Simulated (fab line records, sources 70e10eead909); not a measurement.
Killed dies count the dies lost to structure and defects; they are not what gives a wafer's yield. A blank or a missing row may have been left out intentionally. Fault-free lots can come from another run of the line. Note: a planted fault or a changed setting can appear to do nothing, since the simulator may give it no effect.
Which tool did it? ; flow nandHarc ; Sampling: 6 lots, 18 wafers, 4 of 1302 route steps

WHAT THE GAUGES READ, wafer by wafer
NHARC_A_SGD_CUT_CD_MEAS_09: the cd target is 100 nm.
lot;measured;on;cdNm (nm)
L906;day 19 15:04;cdSem-02;100.1 99.8 99.1
L911;day 21 01:25;cdSem-03;99.2 100.0 99.6
L915;day 23 09:44;cdSem-01;99.6 100.2 99.4
L920;day 25 13:33;cdSem-02;101.2 100.8 100.4
L924;day 27 08:10;cdSem-01;87.0 86.9 87.1
L927;day 29 02:39;cdSem-01;99.9 100.0 99.9

EACH LOT AND THE TOOL THAT RAN IT (in order: tool; ch and the chambers of the sampled wafers; start)
lot;NHARC_A_STAIRCASE_DEP_322;NHARC_A_STAIRCASE_STRIP_475;NHARC_A_SGD_CUT_EXPOSE_06
L906;pecvd-01 ch 0,2, day 18 12:19;rieDiel-10 ch 1,2,3, day 19 14:56 or earlier;arfiScanner-01 ch 0, day 19 14:56
L911;pecvd-02 ch 0,1, day 20 01:18;rieDiel-10 ch 0,1,3, day 21 01:16 or earlier;arfiScanner-03 ch 0, day 21 01:16
L915;pecvd-01 ch 0,1,2, day 22 10:23;rieDiel-01 ch 0,1,2, day 23 09:36 or earlier;arfiScanner-03 ch 0, day 23 09:36
L920;pecvd-02 ch 0,1, day 24 13:14;rieDiel-01 ch 1,3, day 25 13:25 or earlier;arfiScanner-02 ch 0, day 25 13:25
L924;pecvd-01 ch 0,2, day 26 05:00;rieDiel-08 ch 0,3, day 27 08:02 or earlier;arfiScanner-01 ch 0, day 27 08:02
L927;pecvd-03 ch 0,1,2, day 28 01:19;rieDiel-08 ch 0,2,3, day 29 02:31 or earlier;arfiScanner-03 ch 0, day 29 02:31
- NHARC_A_STAIRCASE_DEP_322: deposits SiO2, target thk 7200 nm.
- NHARC_A_STAIRCASE_STRIP_475: strips in O2, time 20 s.
- NHARC_A_SGD_CUT_EXPOSE_06: exposes mask SGD.

THE ANSWER, worked out from the rows above alone
Rule: the usual values come from the lots themselves. The widest of any qualifying gaps counts: lots, ordered by their means at a reading, are off when they make up no more than a third of the lots, leave a main group of 4 or more, and stand apart from it by 3 or more times the standard deviation of that group's means. A main group whose means are all the same, to the digits that the tables above print for the reading, isn't used. A lot without any number at a reading at which 4 lots or more have one is off too. The other lots that the step has rows for count as sound.
Off: L924, at NHARC_A_SGD_CUT_CD_MEAS_09 (cdNm). Main group: mean 99.9 nm, sd 0.44.
A tool fits if, at a process step before that reading, it ran every lot that is off, and no sound lot after the first of them. The gauges at NHARC_A_SGD_CUT_CD_MEAS_09 are tried like those tools. NHARC_A_STAIRCASE_STRIP_475 gives no start for some lots, so the hours and the order of its lots are those of NHARC_A_SGD_CUT_EXPOSE_06. This does not decide it: 2 tools fit, namely pecvd-01 at NHARC_A_STAIRCASE_DEP_322 and arfiScanner-01 at NHARC_A_SGD_CUT_EXPOSE_06.

WHAT THE SIMULATOR HAD INSERTED
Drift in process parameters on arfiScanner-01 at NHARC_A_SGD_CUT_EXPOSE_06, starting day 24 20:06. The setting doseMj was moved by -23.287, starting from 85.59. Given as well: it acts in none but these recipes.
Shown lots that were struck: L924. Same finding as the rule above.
